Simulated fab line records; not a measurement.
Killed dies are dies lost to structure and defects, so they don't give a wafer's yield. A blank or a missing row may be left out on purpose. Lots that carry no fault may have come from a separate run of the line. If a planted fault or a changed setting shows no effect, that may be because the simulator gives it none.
Chamber matching / flow nand_harc / NHARC_P_ZERO_WELL_DESCUM_39 on rie_diel-06: 4 sister chambers
The step chemistry O2, time 3 s. 8 wafers are shown with their chamber, then 8 later ones without.

## WAFERS WITH THEIR CHAMBER
wafer=L078.1; chamber=3; showerhead_plenum_p_Torr (Torr)=1.90; rf_vpp_V (V)=58.4
wafer=L086.4; chamber=3; showerhead_plenum_p_Torr (Torr)=1.89; rf_vpp_V (V)=58.4
wafer=L088.4; chamber=1; showerhead_plenum_p_Torr (Torr)=1.78; rf_vpp_V (V)=57.2
wafer=L088.5; chamber=1; showerhead_plenum_p_Torr (Torr)=1.78; rf_vpp_V (V)=55.9
wafer=L089.3; chamber=2; showerhead_plenum_p_Torr (Torr)=1.99; rf_vpp_V (V)=58.6
wafer=L089.4; chamber=0; showerhead_plenum_p_Torr (Torr)=1.84; rf_vpp_V (V)=56.8
wafer=L089.6; chamber=2; showerhead_plenum_p_Torr (Torr)=1.99; rf_vpp_V (V)=57.5
wafer=L091.1; chamber=0; showerhead_plenum_p_Torr (Torr)=1.83; rf_vpp_V (V)=57.7

## WAFERS MISSING THEIR CHAMBER
wafer=L091.4; showerhead_plenum_p_Torr (Torr)=1.78; rf_vpp_V (V)=56.5
wafer=L091.5; showerhead_plenum_p_Torr (Torr)=1.99; rf_vpp_V (V)=59.2
wafer=L093.2; showerhead_plenum_p_Torr (Torr)=1.88; rf_vpp_V (V)=58.0
wafer=L093.4; showerhead_plenum_p_Torr (Torr)=1.83; rf_vpp_V (V)=56.5
wafer=L093.6; showerhead_plenum_p_Torr (Torr)=1.78; rf_vpp_V (V)=56.6
wafer=L095.1; showerhead_plenum_p_Torr (Torr)=1.83; rf_vpp_V (V)=57.3
wafer=L095.4; showerhead_plenum_p_Torr (Torr)=1.98; rf_vpp_V (V)=59.3
wafer=L095.6; showerhead_plenum_p_Torr (Torr)=1.83; rf_vpp_V (V)=55.5

## WHICH CHAMBER EACH ONE RAN IN
wafer=L091.4; from the rows above=1; in truth=1
wafer=L091.5; from the rows above=2; in truth=2
wafer=L093.2; from the rows above=3; in truth=3
wafer=L093.4; from the rows above=0; in truth=0
wafer=L093.6; from the rows above=1; in truth=1
wafer=L095.1; from the rows above=0; in truth=0
wafer=L095.4; from the rows above=2; in truth=2
wafer=L095.6; from the rows above=0; in truth=0
Correctly placed: 8 of 8. Can't be placed from these rows: 0. 0 placed wrongly.
How it was worked out, from the rows above alone: a wafer's distance from a chamber is the root of the sum, over the readings, of the square of ((its reading less the chamber's mean) divided by the reading's scatter). If the next closest chamber is less than 2 further off than the closest, the wafer can't be placed; otherwise it belongs to the closest. A chamber's mean is the mean of its shown wafers. The scatter: the root of (the sum of the squares of (reading less its chamber's mean) over the shown wafers, divided by (wafers less chambers)).
